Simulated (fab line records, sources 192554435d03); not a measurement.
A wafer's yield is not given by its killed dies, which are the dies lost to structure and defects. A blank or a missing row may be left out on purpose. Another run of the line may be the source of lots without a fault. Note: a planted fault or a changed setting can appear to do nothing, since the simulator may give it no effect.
fab line records / flow n5-finfet
record: lots: 5 wafers: 15 last-day: 16
route steps=1938 shown STI_FIN_REVEAL@184 DUMMY_GATE@212 BEOL_M4@1111 PASSIVATION@1936
lots that met no fault: from a run of the same line without faults
start-h: hours from the record's first day to the start of the lot's first wafer shown / wait-h: hours from the lot's prior step to this one / " same as the row above / L1.1+2: one row covering several wafers at once / - no value present, or no start provided / * or withheld: withheld / < > ~ a bound
route shown NAME@n: a module of which the file shows steps, and the number in the route of the first / usual: the fault-free wafers' mean and standard deviation / same: alike in all rows / chamber/n: place in a boat / sites: each site's reading / _std_site: how widely they spread, as a standard deviation / _edge_site: mean of outer sites minus mean of inner sites / radius-mm: how far each site lies from the wafer's centre / mask NAME#n: copy n / behind: the last tool/chamber to shape the wafer / hold: the reason the lot was held/the length of the hold in hours/how it ended / device: the transistor (n, p or np) that didn't switch / end of line: tests of these same wafers at the route's end / for a step that has no rows: nothing shown but its recipe / killed: at the first sort, the dies lost to defects and structure; wafer yield is something else / map: dies across one wafer; x = killed, . = not, _ = none there
set.NAME: the run value of the setting; set.NAME@STEP: its run value at that earlier step / model.NAME: the simulator's own value behind a step, which no gauge read
certain route steps with their lots: each step a table, each wafer a row
services: the hour from which a tool's chamber was out of use, counted from the record's first day as start-h (under 0 if before that day), plus the number of hours and why
== steps ==
step: N5_STI_FIN_REVEAL_ALD_14
recipe: material: Si3N4 target-thk-a: 30 temp-c: 400 ald-precursor-family: SiH2I2 ald-co-reactant: N2/H2-plasma pressure-torr: 2
step: N5_STI_FIN_REVEAL_FCVD_FILL_01
recipe: material: SiO2_flowable target-thk-a: 3120 temp-c: 100 pressure-torr: 0.8 rf-w: 2000 time-s: 512.2
step: N5_STI_FIN_REVEAL_DENSIFY_02
recipe: temp-c: 650 ambient: steam time-s: 1800 idle-temp-c: 400 densification-p-h2o-torr: 640
step: N5_STI_FIN_REVEAL_CMP_04
recipe: stop-on: Si3N4 t-overpolish-s: 4 down-force-psi: 2 platen-rpm: 54.18 post-cmp-clean: alkaline-brush pad-velocity-m-s: 1.078 target-thk-nm: 131.83
step: N5_STI_FIN_REVEAL_DENSIFY_30
recipe: temp-c: * time-s: * ambient: N2 idle-temp-c: 600 ramp-up-c-per-s: 150 ramp-down-c-per-s: 60 cool-to-c: 600
step: N5_STI_FIN_REVEAL_ETCHBACK_08
recipe: chemistry: C4F6/O2 target: SiO2 target-depth-a: 305 time-s: 10.167 ion-energy-ev: 250 pressure-mtorr: 30 source-w: 345 bias-w: 185 Ar_flow_sccm: 300 C4F6_flow_sccm: 10 O2_flow_sccm: 10
step: N5_STI_FIN_REVEAL_STRIP_24
recipe: chemistry: N2/H2 time-s: 90 power-w: 100 temp-c: 40 pressure-mtorr: 100 rf-frequency-hz: 6e+07 bias-power-w: 3 n2-flow-sccm: 300 h2-flow-sccm: 300
step: N5_STI_FIN_REVEAL_PRECLEAN_25
recipe: chemistry: SPM time-s: 90 temp-c: 120 mix: 4:1
step: N5_STI_FIN_REVEAL_PRECLEAN_26
recipe: chemistry: SC1 time-s: 45 temp-c: 46 mix: 1:2:100
step: N5_STI_FIN_REVEAL_PRECLEAN_29
recipe: chemistry: DHF time-s: 30 temp-c: 25 dilution: 300:1
step: N5_STI_FIN_REVEAL_SRD_12
recipe: time-s: 30 temp-c: 23 rinse-liquid: diw dry: ipa-marangoni
step: N5_STI_FIN_REVEAL_RECESS_09
recipe: chemistry: HF/NH3 target: SiO2 afs-cycles: 11 target-depth-a: 425 temp-c: 30 sublimation-temp-c: 180 sublimation-time-s: 60
usual: drypump-motor-current-A: 5.9/0.36 foreline-p-Torr: 0.1280/0.00052 temp-c: 30.02/0.1
same: sublimation-time-s: 60
lot.wafer=L817.1 tool=vapor-etch-01 chamber=0 start-h=81.65 wait-h=0.0 drypump-motor-current-A=5.4 foreline-p-Torr=0.1282 temp-c=30.11
lot.wafer=L817.4 tool=vapor-etch-01 chamber=1 start-h=81.65 wait-h=0.0 drypump-motor-current-A=6.3 foreline-p-Torr=0.1273 temp-c=30.12
lot.wafer=L817.6 tool=vapor-etch-01 chamber=1 start-h=81.65 wait-h=0.0 drypump-motor-current-A=6.3 foreline-p-Torr=0.1277 temp-c=30.05
lot.wafer=L819.1 tool=vapor-etch-01 chamber=0 start-h=94.76 wait-h=0.0 drypump-motor-current-A=5.4 foreline-p-Torr=0.1285 temp-c=31.38
lot.wafer=L819.5 tool=vapor-etch-01 chamber=0 start-h=95.82 wait-h=1.1 drypump-motor-current-A=5.5 foreline-p-Torr=0.1287 temp-c=31.28
lot.wafer=L819.6 tool=vapor-etch-01 chamber=1 start-h=95.82 wait-h=1.1 drypump-motor-current-A=6.3 foreline-p-Torr=0.1281 temp-c=31.30
lot.wafer=L820.2 tool=vapor-etch-01 chamber=0 start-h=103.55 wait-h=0.0 drypump-motor-current-A=5.5 foreline-p-Torr=0.1281 temp-c=31.40
lot.wafer=L820.3 tool=vapor-etch-01 chamber=0 start-h=103.55 wait-h=0.0 drypump-motor-current-A=5.4 foreline-p-Torr=0.1277 temp-c=31.51
lot.wafer=L820.6 tool=vapor-etch-01 chamber=1 start-h=103.55 wait-h=0.0 drypump-motor-current-A=6.3 foreline-p-Torr=0.1288 temp-c=31.34
lot.wafer=L821.3 tool=vapor-etch-01 chamber=0 start-h=109.13 wait-h=0.6 drypump-motor-current-A=5.4 foreline-p-Torr=0.1279 temp-c=31.31
lot.wafer=L821.4 tool=vapor-etch-01 chamber=1 start-h=109.13 wait-h=0.6 drypump-motor-current-A=6.3 foreline-p-Torr=0.1285 temp-c=31.37
lot.wafer=L821.5 tool=vapor-etch-01 chamber=0 start-h=109.13 wait-h=0.6 drypump-motor-current-A=5.4 foreline-p-Torr=0.1276 temp-c=31.37
lot.wafer=L826.1 tool=vapor-etch-02 chamber=1 start-h=137.17 wait-h=0.0 drypump-motor-current-A=5.7 foreline-p-Torr=0.1283 temp-c=29.93
lot.wafer=L826.3 tool=vapor-etch-02 chamber=1 start-h=137.17 wait-h=0.0 drypump-motor-current-A=5.7 foreline-p-Torr=0.1283 temp-c=30.07
lot.wafer=L826.5 tool=vapor-etch-02 chamber=1 start-h=137.17 wait-h=0.0 drypump-motor-current-A=5.7 foreline-p-Torr=0.1282 temp-c=30.04
step: N5_STI_FIN_REVEAL_STRIP_16
recipe: chemistry: H3PO4 material: SiNx temp-c: 165 target-depth-a: 238 overetch-fraction: 0.4964 dry: ipa-marangoni
step: N5_STI_FIN_REVEAL_PRECLEAN_17
recipe: chemistry: NF3:NH3 afs-cycles: 1 temp-c: 30 time-s: 20 sublimation-temp-c: 180 sublimation-time-s: 60 pressure-torr: 3 rf-power-w: 30
step: N5_STI_FIN_REVEAL_ETCH_34
recipe: chemistry: H2 mode: isotropic material: Si target: Si target-depth-a: 9.7 temp-c: 20 pressure-mtorr: 4.5 icp-w: 300 bias-w: 0 h2-flow-sccm: 7.5 he-flow-sccm: 142.5
step: N5_STI_FIN_REVEAL_OXIDATION_31
recipe: chemistry: O2_PLASMA_REMOTE temp-c: 150 time-s: 20 pressure-mtorr: 1000 source-power-w: 2000 o2-flow-sccm: 3000
step: N5_STI_FIN_REVEAL_PRECLEAN_32
recipe: chemistry: NF3:NH3 afs-cycles: 1 temp-c: 30 time-s: 20 sublimation-temp-c: 180 sublimation-time-s: 60 pressure-torr: 3 rf-power-w: 30
step: N5_STI_FIN_REVEAL_STRIP_35
recipe: chemistry: H3PO4 material: Si3N4 temp-c: 165 target-depth-a: 40 time-s: 39
step: N5_STI_FIN_REVEAL_SRD_21
recipe: dry: ipa-marangoni time-s: 30 temp-c: 23 rinse-liquid: diw
step: N5_STI_FIN_REVEAL_OXIDATION_33
recipe: chemistry: O2_PLASMA_REMOTE temp-c: 150 time-s: 20 pressure-mtorr: 1000 source-power-w: 2000 o2-flow-sccm: 3000
step: N5_STI_FIN_REVEAL_CLEAN_19
recipe: chemistry: O3/DIW temp-c: 25 time-s: 120 o3-ppm: 10
step: N5_STI_FIN_REVEAL_SRD_23
recipe: dry: ipa-marangoni time-s: 30 temp-c: 23 rinse-liquid: diw
step: N5_STI_FIN_REVEAL_PRECLEAN_18
recipe: chemistry: SC2 time-s: 45 temp-c: 35 mix: 1:1:50
step: N5_STI_FIN_REVEAL_SRD_28
recipe: dry: ipa-marangoni time-s: 30 temp-c: 23 rinse-liquid: diw
step: N5_DUMMY_GATE_PRECLEAN_00
recipe: chemistry: O3/DIW time-s: 60 temp-c: 22 o3-ppm: 10
step: N5_DUMMY_GATE_SRD_01
recipe: time-s: 30 temp-c: 23 rinse-liquid: diw dry: ipa-marangoni
step: N5_DUMMY_GATE_ALD_02
recipe: material: SiO2 target-thk-a: 20 temp-c: 300 ald-precursor-family: BDEAS ald-co-reactant: O2-plasma pulse-time-s: 1 pressure-torr: 2
step: N5_DUMMY_GATE_CVD_03
recipe: material: a-Si target-thk-a: 1500 temp-c: 530 precursor: SiH4 time-s: 8042
step: N5_DUMMY_GATE_PRECLEAN_46
recipe: chemistry: DIW time-s: 89.5 temp-c: 23
step: N5_DUMMY_GATE_SRD_47
recipe: dry-time-s: 32 dry: n2-spin spin-rpm: 1500
step: N5_DUMMY_GATE_CMP_04
recipe: material: a-Si post-cmp-clean: alkaline-brush
step: N5_DUMMY_GATE_HM_DEP_06
recipe: material: SiNx target-thk-a: 800 precursor: DCS/NH3 temp-c: 700 pressure-mtorr: 300 time-s: 5141
step: N5_DUMMY_GATE_PECVD_30
recipe: material: SiO2 target-thk-a: 550 temp-c: 400 precursor: TEOS/O2 pressure-torr: 6.5 rf-w: withheld teos-flow-sccm: withheld gas: O2 flow-sccm: 2650 time-s: 10.8
step: N5_DUMMY_GATE_COAT_34
recipe: resist: SOC temp-c: 250 time-s: 60 spin-rpm: 1500 resist-thk-nm: 60
step: N5_DUMMY_GATE_COAT_35
recipe: resist: SiARC temp-c: 220 time-s: 60 spin-rpm: 1500 resist-thk-nm: 10
step: N5_DUMMY_GATE_COAT_28
recipe: resist: underlayer temp-c: 205 time-s: 60 spin-rpm: 1500 resist-thk-nm: 10
step: N5_DUMMY_GATE_COAT_09
recipe: resist: CAR-EUV spin-rpm: 1500 resist-thk-nm: 30
step: N5_BEOL_M4_RC_MEAS_101
usual: DIBL_N: 36.1/2 DIBL_P: 36.3/2.4 IOFF_N: 0.15/0.035 IOFF_P: 0.21/0.039 ION_N: 672/15 ION_P: 463/9.7 SS_N: 71.5/0.7 SS_P: 73.2/0.75 VT_N: 251/3.6 VT_P: -250/3.8
lot.wafer=L817.1 tool=prober-02 chamber=0 start-h=214.54 wait-h=0.2 DIBL_N[mV/V]=34.1 DIBL_P[mV/V]=33.7 IOFF_N[nA/um]=0.12 IOFF_P[nA/um]=0.15 ION_N[uA/um]=684 ION_P[uA/um]=466 SS_N[mV/dec]=70.5 SS_P[mV/dec]=72.0 VT_N[mV]=253 VT_P[mV]=-255
lot.wafer=L817.4 tool=prober-02 chamber=0 start-h=214.54 wait-h=0.2 DIBL_N[mV/V]=37.8 DIBL_P[mV/V]=37.5 IOFF_N[nA/um]=0.16 IOFF_P[nA/um]=0.19 ION_N[uA/um]=674 ION_P[uA/um]=456 SS_N[mV/dec]=72.5 SS_P[mV/dec]=73.3 VT_N[mV]=252 VT_P[mV]=-255
lot.wafer=L817.6 tool=prober-02 chamber=0 start-h=214.54 wait-h=0.2 DIBL_N[mV/V]=37.2 DIBL_P[mV/V]=37.5 IOFF_N[nA/um]=0.16 IOFF_P[nA/um]=0.19 ION_N[uA/um]=692 ION_P[uA/um]=467 SS_N[mV/dec]=71.8 SS_P[mV/dec]=73.2 VT_N[mV]=250 VT_P[mV]=-254
lot.wafer=L819.1 tool=prober-01 chamber=0 start-h=221.28 wait-h=0.0 DIBL_N[mV/V]=38.3 DIBL_P[mV/V]=38.6 IOFF_N[nA/um]=0.16 IOFF_P[nA/um]=0.20 ION_N[uA/um]=642 ION_P[uA/um]=436 SS_N[mV/dec]=72.7 SS_P[mV/dec]=73.9 VT_N[mV]=253 VT_P[mV]=-252
lot.wafer=L819.5 tool=prober-01 chamber=0 start-h=221.28 wait-h=0.0 DIBL_N[mV/V]=39.5 DIBL_P[mV/V]=37.7 IOFF_N[nA/um]=0.21 IOFF_P[nA/um]=0.20 ION_N[uA/um]=641 ION_P[uA/um]=430 SS_N[mV/dec]=74.7 SS_P[mV/dec]=73.6 VT_N[mV]=253 VT_P[mV]=-254
lot.wafer=L819.6 tool=prober-01 chamber=0 start-h=221.28 wait-h=0.0 DIBL_N[mV/V]=39.9 DIBL_P[mV/V]=40.6 IOFF_N[nA/um]=0.23 IOFF_P[nA/um]=0.23 ION_N[uA/um]=663 ION_P[uA/um]=444 SS_N[mV/dec]=73.5 SS_P[mV/dec]=74.7 VT_N[mV]=249 VT_P[mV]=-251
lot.wafer=L820.2 tool=prober-02 chamber=0 start-h=239.99 wait-h=0.2 DIBL_N[mV/V]=40.1 DIBL_P[mV/V]=38.6 IOFF_N[nA/um]=0.24 IOFF_P[nA/um]=0.28 ION_N[uA/um]=642 ION_P[uA/um]=439 SS_N[mV/dec]=74.5 SS_P[mV/dec]=74.2 VT_N[mV]=249 VT_P[mV]=-248
lot.wafer=L820.3 tool=prober-02 chamber=0 start-h=239.99 wait-h=0.2 DIBL_N[mV/V]=35.7 DIBL_P[mV/V]=34.9 IOFF_N[nA/um]=0.15 IOFF_P[nA/um]=0.21 ION_N[uA/um]=651 ION_P[uA/um]=454 SS_N[mV/dec]=71.8 SS_P[mV/dec]=72.5 VT_N[mV]=250 VT_P[mV]=-249
lot.wafer=L820.6 tool=prober-02 chamber=0 start-h=239.99 wait-h=0.2 DIBL_N[mV/V]=36.1 DIBL_P[mV/V]=35.0 IOFF_N[nA/um]=0.16 IOFF_P[nA/um]=0.21 ION_N[uA/um]=636 ION_P[uA/um]=436 SS_N[mV/dec]=72.6 SS_P[mV/dec]=73.1 VT_N[mV]=252 VT_P[mV]=-251
lot.wafer=L821.3 tool=prober-01 chamber=0 start-h=246.33 wait-h=0.3 DIBL_N[mV/V]=38.3 DIBL_P[mV/V]=38.3 IOFF_N[nA/um]=0.20 IOFF_P[nA/um]=0.25 ION_N[uA/um]=674 ION_P[uA/um]=465 SS_N[mV/dec]=72.3 SS_P[mV/dec]=73.3 VT_N[mV]=244 VT_P[mV]=-249
lot.wafer=L821.4 tool=prober-01 chamber=0 start-h=246.33 wait-h=0.3 DIBL_N[mV/V]=38.4 DIBL_P[mV/V]=37.0 IOFF_N[nA/um]=0.20 IOFF_P[nA/um]=0.24 ION_N[uA/um]=648 ION_P[uA/um]=444 SS_N[mV/dec]=72.9 SS_P[mV/dec]=74.5 VT_N[mV]=249 VT_P[mV]=-248
lot.wafer=L821.5 tool=prober-01 chamber=0 start-h=246.33 wait-h=0.3 DIBL_N[mV/V]=38.6 DIBL_P[mV/V]=37.5 IOFF_N[nA/um]=0.19 IOFF_P[nA/um]=0.24 ION_N[uA/um]=692 ION_P[uA/um]=466 SS_N[mV/dec]=72.2 SS_P[mV/dec]=73.1 VT_N[mV]=248 VT_P[mV]=-249
lot.wafer=L826.1 tool=prober-02 chamber=0 start-h=279.18 wait-h=0.0 DIBL_N[mV/V]=32.7 DIBL_P[mV/V]=31.9 IOFF_N[nA/um]=0.09 IOFF_P[nA/um]=0.16 ION_N[uA/um]=658 ION_P[uA/um]=466 SS_N[mV/dec]=70.7 SS_P[mV/dec]=71.7 VT_N[mV]=255 VT_P[mV]=-251
lot.wafer=L826.3 tool=prober-02 chamber=0 start-h=279.18 wait-h=0.0 DIBL_N[mV/V]=36.9 DIBL_P[mV/V]=36.4 IOFF_N[nA/um]=0.15 IOFF_P[nA/um]=0.22 ION_N[uA/um]=658 ION_P[uA/um]=455 SS_N[mV/dec]=71.9 SS_P[mV/dec]=72.9 VT_N[mV]=254 VT_P[mV]=-249
lot.wafer=L826.5 tool=prober-02 chamber=0 start-h=279.18 wait-h=0.0 DIBL_N[mV/V]=36.4 DIBL_P[mV/V]=36.5 IOFF_N[nA/um]=0.15 IOFF_P[nA/um]=0.23 ION_N[uA/um]=686 ION_P[uA/um]=476 SS_N[mV/dec]=71.2 SS_P[mV/dec]=73.0 VT_N[mV]=251 VT_P[mV]=-248
step: N5_PASSIVATION_PROBE_49
usual: defect-limited-yield: 91.1/1.6 killed_at_M0_to_M3: 35/11 killed_at_M4_up: 13/5.4 killed-at-contacts: 13/6.5 killed-at-front-end: 40/14 killed-at-other: 4/3.1 killed-dies: 105/18 killed-open: 69/14 killed-short: 34/7.3 sort_bin_5_function: 5.2/0.96 sort_bin_6_memory: 3.4/0.77 sort_bin_8_speed: 0.02/0.13 sort-n-pass: 1075/19 sort-yield-pct: 91.1/1.6
same: gross-dies: 1180 killed-at-back-side: 0 sort_bin_4_leakage[%]: 0
lot.wafer=L819.1 tool=prober-01 chamber=- start-h=328.49 wait-h=0.0 defect-limited-yield[%]=91.1 killed_at_M0_to_M3=39 killed_at_M4_up=9 killed-at-contacts=18 killed-at-front-end=39 killed-at-other=0 killed-dies=105 killed-open=70 killed-short=33 sort_bin_5_function[%]=5.3 sort_bin_6_memory[%]=3.5 sort_bin_8_speed[%]=3.90 sort-n-pass=1029 sort-yield-pct[%]=87.2
lot.wafer=L819.5 tool=prober-01 chamber=- start-h=328.69 wait-h=0.2 defect-limited-yield[%]=92.4 killed_at_M0_to_M3=26 killed_at_M4_up=10 killed-at-contacts=13 killed-at-front-end=41 killed-at-other=0 killed-dies=90 killed-open=53 killed-short=36 sort_bin_5_function[%]=3.8 sort_bin_6_memory[%]=3.3 sort_bin_8_speed[%]=10.51 sort-n-pass=966 sort-yield-pct[%]=81.9
lot.wafer=L819.6 tool=prober-01 chamber=- start-h=328.74 wait-h=0.3 defect-limited-yield[%]=91.8 killed_at_M0_to_M3=37 killed_at_M4_up=21 killed-at-contacts=9 killed-at-front-end=27 killed-at-other=3 killed-dies=97 killed-open=72 killed-short=24 sort_bin_5_function[%]=4.6 sort_bin_6_memory[%]=3.5 sort_bin_8_speed[%]=0.08 sort-n-pass=1082 sort-yield-pct[%]=91.7
lot.wafer=L820.2 tool=prober-01 chamber=- start-h=349.18 wait-h=0.1 defect-limited-yield[%]=91.9 killed_at_M0_to_M3=22 killed_at_M4_up=3 killed-at-contacts=15 killed-at-front-end=52 killed-at-other=3 killed-dies=95 killed-open=65 killed-short=30 sort_bin_5_function[%]=4.4 sort_bin_6_memory[%]=3.4 sort_bin_8_speed[%]=0.68 sort-n-pass=1077 sort-yield-pct[%]=91.3
lot.wafer=L820.3 tool=prober-01 chamber=- start-h=349.23 wait-h=0.1 defect-limited-yield[%]=92.2 killed_at_M0_to_M3=23 killed_at_M4_up=9 killed-at-contacts=18 killed-at-front-end=42 killed-at-other=0 killed-dies=92 killed-open=59 killed-short=33 sort_bin_5_function[%]=4.9 sort_bin_6_memory[%]=2.5 sort_bin_8_speed[%]=0 sort-n-pass=1088 sort-yield-pct[%]=92.2
lot.wafer=L820.6 tool=prober-01 chamber=- start-h=349.38 wait-h=0.3 defect-limited-yield[%]=90.8 killed_at_M0_to_M3=28 killed_at_M4_up=8 killed-at-contacts=6 killed-at-front-end=63 killed-at-other=3 killed-dies=108 killed-open=75 killed-short=32 sort_bin_5_function[%]=5.0 sort_bin_6_memory[%]=3.9 sort_bin_8_speed[%]=6.53 sort-n-pass=995 sort-yield-pct[%]=84.3
lot.wafer=L821.3 tool=prober-02 chamber=- start-h=357.30 wait-h=0.1 defect-limited-yield[%]=92.5 killed_at_M0_to_M3=24 killed_at_M4_up=18 killed-at-contacts=9 killed-at-front-end=36 killed-at-other=2 killed-dies=89 killed-open=61 killed-short=27 sort_bin_5_function[%]=4.8 sort_bin_6_memory[%]=2.5 sort_bin_8_speed[%]=0 sort-n-pass=1091 sort-yield-pct[%]=92.5
lot.wafer=L821.4 tool=prober-02 chamber=- start-h=357.35 wait-h=0.2 defect-limited-yield[%]=93.0 killed_at_M0_to_M3=23 killed_at_M4_up=20 killed-at-contacts=8 killed-at-front-end=29 killed-at-other=3 killed-dies=83 killed-open=51 killed-short=31 sort_bin_5_function[%]=4.2 sort_bin_6_memory[%]=2.6 sort_bin_8_speed[%]=0.08 sort-n-pass=1096 sort-yield-pct[%]=92.9
lot.wafer=L821.5 tool=prober-02 chamber=- start-h=357.40 wait-h=0.2 defect-limited-yield[%]=89.4 killed_at_M0_to_M3=33 killed_at_M4_up=21 killed-at-contacts=6 killed-at-front-end=63 killed-at-other=2 killed-dies=125 killed-open=72 killed-short=50 sort_bin_5_function[%]=6.1 sort_bin_6_memory[%]=3.6 sort_bin_8_speed[%]=0 sort-n-pass=1055 sort-yield-pct[%]=89.4
killed by level:class
L819.1 MOL_CONTACT_COAG:geometric-particle:open=13 BEOL_M0_SAQP:geometric-particle:open=11 BEOL_M2:geometric-particle:open=10 BEOL_M0_SAQP:geometric-particle:short=7 FIN_SAQP:geometric-particle:short=5 FIN_SAQP:geometric-particle:open=5 MOL_CONTACT_COAG:geometric-particle:short=5 DUMMY_GATE:geometric-particle:open=4
L819.5 GATE_CUT:geometric-particle:short=12 FIN_SAQP:geometric-particle:open=10 MOL_CONTACT_COAG:geometric-particle:open=8 GATE_CUT:geometric-particle:open=5 MOL_CONTACT_COAG:geometric-particle:short=5 BEOL_M0_SAQP:geometric-particle:short=4 BEOL_M3:geometric-particle:open=4 BEOL_M4:geometric-particle:open=4
L819.6 BEOL_M3:geometric-particle:open=11 BEOL_M4:geometric-particle:open=11 BEOL_M0_SAQP:geometric-particle:open=9 BEOL_M0_SAQP:geometric-particle:short=7 FIN_SAQP:geometric-particle:open=6 MOL_CONTACT_COAG:geometric-particle:open=6 STI_FIN_REVEAL:geometric-particle:open=5 BEOL_M0:geometric-particle:open=4
L820.2 STI_FIN_REVEAL:geometric-particle:open=15 MOL_CONTACT_COAG:geometric-particle:open=12 FIN_SAQP:geometric-particle:short=8 FIN_SAQP:geometric-particle:open=8 BEOL_M3:geometric-particle:open=7 BEOL_M1:geometric-particle:open=4 BEOL_M2:geometric-particle:open=4 STARTING-WAFER:geometric-particle:open=4
L820.3 MOL_CONTACT_COAG:geometric-particle:open=16 FIN_SAQP:geometric-particle:short=6 FIN_SAQP:geometric-particle:open=6 GATE_CUT:geometric-particle:short=6 BEOL_M0_SAQP:geometric-particle:short=5 BEOL_M2:geometric-particle:open=5 BEOL_M3:geometric-particle:open=5 STI_FIN_REVEAL:geometric-particle:open=4
L820.6 FIN_SAQP:geometric-particle:open=14 FIN_SAQP:geometric-particle:short=12 STI_FIN_REVEAL:geometric-particle:open=10 DUMMY_GATE:geometric-particle:open=9 BEOL_M1:geometric-particle:open=7 BEOL_M3:geometric-particle:open=6 GATE_CUT:geometric-particle:open=5 MOL_CONTACT_COAG:geometric-particle:open=5
L821.3 BEOL_M2:geometric-particle:open=11 BEOL_M4:geometric-particle:open=10 MOL_CONTACT_COAG:geometric-particle:open=8 FIN_SAQP:geometric-particle:open=7 FIN_SAQP:geometric-particle:short=7 STARTING-WAFER:geometric-particle:short=7 GATE_CUT:geometric-particle:short=5 BEOL_M3:geometric-particle:open=4
L821.4 FIN_SAQP:geometric-particle:short=10 BEOL_M4:geometric-particle:open=9 DUMMY_GATE:geometric-particle:open=7 BEOL_M2:geometric-particle:short=6 BEOL_M2:geometric-particle:open=6 MOL_CONTACT_COAG:geometric-particle:open=5 FIN_SAQP:geometric-particle:open=4 BEOL_M3:geometric-particle:open=4
L821.5 FIN_SAQP:geometric-particle:short=14 GATE_CUT:geometric-particle:short=9 BEOL_M2:geometric-particle:open=9 BEOL_M4:geometric-particle:open=9 STI_FIN_REVEAL:geometric-particle:open=7 FIN_SAQP:geometric-particle:open=6 BEOL_M4:geometric-particle:short=6 MOL_CONTACT_COAG:geometric-particle:open=6
map L819.1 (x killed, . not)
_________________....x.xx....________________
______________.................._____________
___________...x.......x............__________
__________.........................._________
________..............xx.............._______
_______.......x.x......................______
______...x......x.....x..x.............._____
_____......x.x......x.........x........x.____
____x.......................x.............___
___..................x.....................__
___xx................x.....................__
__.......x..x.........x.............x......._
__.x........................x..x............_
_x....x.x..........x.x.......x...............
_.....x.....x....x.......................x...
_x...x.....x................x..........x..x..
_...................x...........x............
_..........xx...............x................
_...........x......x........x................
_..x..x.......xx......xx.....................
_......x...x....................x.....x......
__.....x......x.................x...x......._
__.......................................x.._
___................................x.......__
___......xx.........x...x.............x....__
____............x......................x..___
_____x........x......x..xx..........xx...____
______.....xx...........x..............._____
_______.x.x.......................x....______
________..........x.xx................_______
__________x.........x...x..........._________
___________...................x....__________
______________..x.......x.x....._____________
_________________..x.x...x..x________________
map L820.6 (x killed, . not)
_________________..x.....x...________________
______________..x.....x........._____________
___________.x........x.x.........x.__________
__________.........................._________
________..................x.....x....._______
_______x..............................x______
______...............x......x..x........_____
_____....x......x.....x.......x..........____
____....x........................x........___
___.................x...............x......__
___................x........x...x..........__
__.................x.......................x_
__.................x................x.x..x.._
_.xx..........xx...........xx..x..x.....x....
_....x...........x..........x................
_......................x............x..x.....
_.........x.....x.x........x.............x.x.
_......x..x.x...x..x.........................
_..x..x.x......................x.......x...x.
_......x......x.....x........................
_.......................x........x...........
__.......x.....x..x......x....x....x....x..._
__..............x......................x.x.._
___.......x....x...x...x.............x.....__
___...x..x..x.....x........................__
____.......................xx.xx....x.....___
_____.xx..........................x......____
______..x...x................x.........._____
_______...x.......x.......xx...........______
________.x..............x............._______
__________.........................._________
___________.xx.....................__________
______________.x................_____________
_________________............________________
== services ==
tool=vapor-etch-02 chamber=0 start-h=79.72 hours=26.0 kind=repair
== key ==
first-sign: step: N5_STI_FIN_REVEAL_RECESS_09 reading: temp-c direction: up sigmas: 13 usual: * struck: *
effect: step: N5_BEOL_M4_RC_MEAS_101 reading: SS_N direction: up sigmas: 2.2 usual: 71.5 struck: 73.0 wafers-moved: 3
effect: step: N5_BEOL_M4_RC_MEAS_101 reading: ION_P direction: down sigmas: 1.8 usual: 463 struck: 446
effect: step: N5_BEOL_M4_RC_MEAS_101 reading: IOFF_N direction: up sigmas: 1.2 usual: 0.15 struck: 0.19
effect: step: N5_BEOL_M4_RC_MEAS_101 reading: ION_N direction: down sigmas: 1.2 usual: 672 struck: 654
effect: step: N5_PASSIVATION_PROBE_49 reading: sort_bin_8_speed direction: up sigmas: 19 usual: 0.02 struck: 2.42 wafers-moved: 4
met-at N5_STI_FIN_REVEAL_RECESS_09
struck-wafers L819.1,L819.5,L819.6,L820.2,L820.3,L820.6,L821.3,L821.4,L821.5
onset-between 81.65 94.76
fault: kind: process-parameter-drift tool: vapor-etch-01 chamber: - onset-h: 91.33 steps: N5_STI_FIN_REVEAL_RECESS_09 channel: temp-c offset: * shape: step acts-in: * stated: *
